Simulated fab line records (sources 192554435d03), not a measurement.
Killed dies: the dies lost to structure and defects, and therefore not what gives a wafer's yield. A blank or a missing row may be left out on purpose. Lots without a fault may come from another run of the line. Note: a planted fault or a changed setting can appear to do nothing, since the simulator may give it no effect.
Struck lot and sound lot, side by side    flow n5 finfet    14 out of 1938 route steps
Sound: these wafers, L266.1, L266.3, L266.6. The struck wafers were L273.1, L273.2, L273.4. The cause is named last.
For every step that has rows: the tool of each side, followed by ch and its chambers, followed by its first start. Under that, the readings that differ: sound wafers    struck wafers    difference of the means    sigmas: that difference in standard deviations of wafers without a fault.
alike: a reading whose means differ by less than 2 such deviations, as well as words and numbers matching on both sides. not compared: withheld readings; readings where some wafer has no value; bounds like >300 that might hide an equal value; numbers whose values overlap and for which the record gives no deviation.
The two part at a step that has a row with sigmas, a row that says differs or no value, or rows on one side only. When numbers do not overlap yet have no deviation, they are printed without sigmas and do not part them. A reading that every wafer of one side lacks parts them only if that side has two wafers or more.

N5_BEOL_M6_ILD_DEP_00: deposits SiCOH lowk from DEMS/porogen, target thk 179.75 nm, time 33.4 s.
  sound on pecvd-01 ch 0,1,2, day 9 22:14; struck on pecvd-03 ch 0,1,2, day 11 06:47
reading             sound              struck             difference  sigmas
rf fwd power W (W)  494.0 491.2 490.4  496.4 493.8 498.7  +4.4        +2
  alike: heater power w, showerhead plenum p Torr, throttle valve pct
N5_BEOL_M6_CURE_74: cures SiCOH lowk, time 240 s.
  sound on uv cure-03 ch 1, day 9 22:17; struck on uv cure-02 ch 2, day 11 06:50
  alike: lamp power pct, wafer_temp_C_max
N5_BEOL_M6_THK_MEAS_01:
  struck on film metro-01, day 11 07:22; sound on film metro-01, day 9 22:49
  alike: M6_ILD_THK
N5_BEOL_M6_PECVD_70: deposits SiO2 from TEOS/O2, target thk 20 nm, time 22.7 s.
  sound on pecvd-03 ch 0, day 9 22:50; struck on pecvd-03 ch 0,1, day 11 07:23
  alike: heater power w, rf fwd power W, showerhead plenum p Torr, throttle valve pct
N5_BEOL_M6_HM_DEP_02: deposits TiN, target thk 20 nm.
  struck on pvd sputter-03, day 11 08:34; sound on pvd sputter-01, day 9 23:58
  alike: throttle valve pct
then, 7 steps without rows for these wafers: N5_BEOL_M6_COAT_59 (time 60 s, resist thk 100 nm); N5_BEOL_M6_COAT_60 (time 60 s, resist thk 35 nm); N5_BEOL_M6_COAT_05 (resist thk 90 nm); N5_BEOL_M6_EBR_07; N5_BEOL_M6_SOFTBAKE_06 (time 60 s); N5_BEOL_M6_EXPOSE_08 (exposes mask M6); N5_BEOL_M6_PEB_09 (peb time 60 s).
N5_BEOL_M6_DEVELOP_10: develop time 30 s.
  struck on litho track-03, day 11 09:04; sound on litho track-03 ch 0, day 10 00:25
  no value came back on the struck wafers for chill plate temp C (C), develop time s (s); on the sound wafers chill plate temp C (C) reads 22.82 22.92 22.93
reading                                       sound           struck          difference  sigmas
model.CAR-ArF_of_BEOL_M6_COAT_05.thk nm (nm)  88.4 88.2 88.6  90.2 90.2 90.4  +1.9        
N5_BEOL_M6_CD_MEAS_11 targets a cd of 38.5 nm.
  sound on cd sem-01 ch 0, day 10 00:29; struck on cd sem-01 ch 0, day 11 09:07
reading     sound           struck  difference                     sigmas
cd nm (nm)  38.6 38.5 38.2  - - -   no value on the struck wafers  

## WHERE THEY PART
First at N5_BEOL_M6_ILD_DEP_00; last, within this record, at N5_BEOL_M6_CD_MEAS_11.

WHY: the cause the simulator had injected
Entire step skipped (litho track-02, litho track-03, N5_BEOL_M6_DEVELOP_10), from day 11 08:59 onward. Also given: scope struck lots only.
